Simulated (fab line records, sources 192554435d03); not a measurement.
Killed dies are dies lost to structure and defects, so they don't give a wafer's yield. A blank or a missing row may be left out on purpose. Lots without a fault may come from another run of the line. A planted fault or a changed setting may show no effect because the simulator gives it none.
Problem report in the 8D (eight disciplines) form, filled by code | flow n5_finfet | the parts of the form that need people (team, actions taken, sign-off) are left out

1. THE PROBLEM
thk_nm at N5_SD_EPI_P_EPI_MEAS_23 reads a mean of 54.9 nm on 6 wafers of 2 lots; wafers without a fault read 61.0 nm with a standard deviation of 1.1. That is -5.5 standard deviations from the usual mean.
First seen on wafer L474.2, day 7 21:52, on film_metro-01. The record holds 27 wafers of 10 lots with a number at this step. Rule for "out", or "out of limits": more than 4 standard deviations from the usual mean. The other wafers with a number count as sound.

2. WHAT IT IS AND WHAT IT IS NOT
question                    | is                     | is not
which readings at this step | thk_nm                 | -
which lots                  | L474, L476             | L456, L457, L458, L459, L461, L463, L475, L478
which wafers of those lots  | all that have a number | -
read on which gauges        | film_metro-01          | film_metro-02
when                        | from day 7 21:52       | up to then (15 sound wafers); but 6 sound wafers of L475, L478 came after

3. SUSPECTS, AND WHAT RULES EACH OUT
Counting: a tool at a process step up to the reading stays a suspect if it ran every lot that is out and no sound lot after the first of them.
- the gauge at N5_SD_EPI_P_EPI_MEAS_23: ruled out. All the wafers that are out were read on film_metro-01, but those of them that N5_SD_EPI_P_EPI_21 has rows for are out there too, on other tools.
- epi_rpcvd-04 at N5_SD_EPI_P_EPI_21 (deposits SiGe:B, time 355 s): kept. It ran every lot that is out, first L474 (day 7 19:25), and no sound lot after that; its last sound lot up to then is L463 (day 5 04:50). Its own readings are out on those wafers: chamber_pressure_Torr.
Left after counting: epi_rpcvd-04 at N5_SD_EPI_P_EPI_21.

4. THE CAUSE (what the simulator had put in)
Process parameter drift: epi_rpcvd-04, from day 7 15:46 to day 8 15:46, at N5_SD_EPI_P_EPI_21. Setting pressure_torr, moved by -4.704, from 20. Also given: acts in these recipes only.
Counting left only this tool.

5. THE CHAIN OF EFFECTS, in route order
Each row: a reading whose mean over the struck wafers that have a number lies more than 3 standard deviations from the usual. Only readings for which the record gives a usual standard deviation are gone through. hours: the time from each lot's start at the first step in this table that gives one to its start at this step, as a median over the lots. sigmas: the change in usual standard deviations.
hours | step                        | reading               | usual        | on struck wafers | change | sigmas
0     | N5_SD_EPI_P_EPI_21          | chamber_pressure_Torr | 20.00 Torr   | 15.28            | -4.72  | -99 or more
2     | N5_SD_EPI_P_EPI_MEAS_23     | thk_nm                | 61.0 nm      | 54.9             | -6.1   | -5.5
3     | N5_SD_ACTIVATION_RS_MEAS_03 | RS_SD_P               | 56.2 ohm/sq  | 67.4             | +11.2  | +12
99    | N5_BEOL_M4_RC_MEAS_101      | REXT_P                | 100.3 ohm.um | 109.4            | +9.1   | +3.2
99    | N5_BEOL_M4_RC_MEAS_101      | RS_SD_P               | 66.1 ohm/sq  | 78.6             | +12.5  | +13
187   | N5_PASSIVATION_PROBE_49     | sort_bin_8_speed      | 0.00 %       | 0.48             | +0.48  | +48
The process steps in it:
- N5_SD_EPI_P_EPI_21: deposits SiGe:B, time 355 s.
- N5_PASSIVATION_PROBE_49
Later measuring or inspecting steps at which every struck wafer that the step has a row for has a number for every such reading, and none has moved that far: N5_SD_EPI_P_INSPECT_26.

6. WHAT WOULD HAVE CAUGHT IT SOONER
In this record the first reading out of limits at a measuring or inspecting step was taken at day 7 21:52, 6 hours after the fault began at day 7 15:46.
The tool's own readings at N5_SD_EPI_P_EPI_21 were out on every struck wafer that the step has a row for (chamber_pressure_Torr): an alarm limit on them would have fired on the first of those.
Of the lots that are out (2), L476 began N5_SD_EPI_P_EPI_21 on epi_rpcvd-04 after day 7 21:52. A hold on the tool at that time would have spared it.
